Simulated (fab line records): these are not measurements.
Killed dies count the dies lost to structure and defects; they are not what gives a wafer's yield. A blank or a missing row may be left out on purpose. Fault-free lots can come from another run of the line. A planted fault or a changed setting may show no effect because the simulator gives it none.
Chamber matching / flow n5 finfet / N5_BEOL_M4_ETCH_63 on rie diel-01 has 4 sister chambers
The step etches SiARC in CF4, target depth 15.6 nm, time 26 s. 4 wafers are shown with their chamber, then 7 later ones without.

== WAFERS PAIRED WITH THEIR CHAMBERS ==
wafer=L079.3; chamber=2; drypump motor current A (A)=4.9
wafer=L081.5; chamber=3; drypump motor current A (A)=5.1
wafer=L092.4; chamber=1; drypump motor current A (A)=6.1
wafer=L092.5; chamber=0; drypump motor current A (A)=6.8

== WAFERS WITH NO CHAMBER GIVEN ==
wafer=L092.6; drypump motor current A (A)=5.1
wafer=L094.2; drypump motor current A (A)=6.8
wafer=L094.4; drypump motor current A (A)=6.1
wafer=L094.6; drypump motor current A (A)=6.1
wafer=L095.1; drypump motor current A (A)=4.9
wafer=L095.4; drypump motor current A (A)=6.2
wafer=L095.5; drypump motor current A (A)=5.1

== WHICH CHAMBER EACH ONE RAN IN ==
wafer=L092.6; from the rows above=3; in truth=3
wafer=L094.2; from the rows above=0; in truth=0
wafer=L094.4; from the rows above=1; in truth=1
wafer=L094.6; from the rows above=1; in truth=1
wafer=L095.1; from the rows above=2; in truth=2
wafer=L095.4; from the rows above=1; in truth=1
wafer=L095.5; from the rows above=3; in truth=3
Placed correctly: 7 of 7. Left unplaced by these rows: 0. Wrongly placed: 0.
How it was worked out, from the rows above alone: a wafer's distance from a chamber is the root of the sum, over the readings, of the square of ((its reading less the chamber's mean) divided by the reading's scatter). The wafer belongs to the nearest chamber; if the next one is less than 2 further off, it can't be placed. The mean given for a chamber averages the wafers shown for that chamber. The scatter: with one shown wafer a chamber, the root of the mean of the squares of how far each hidden wafer lies from its nearest shown one.
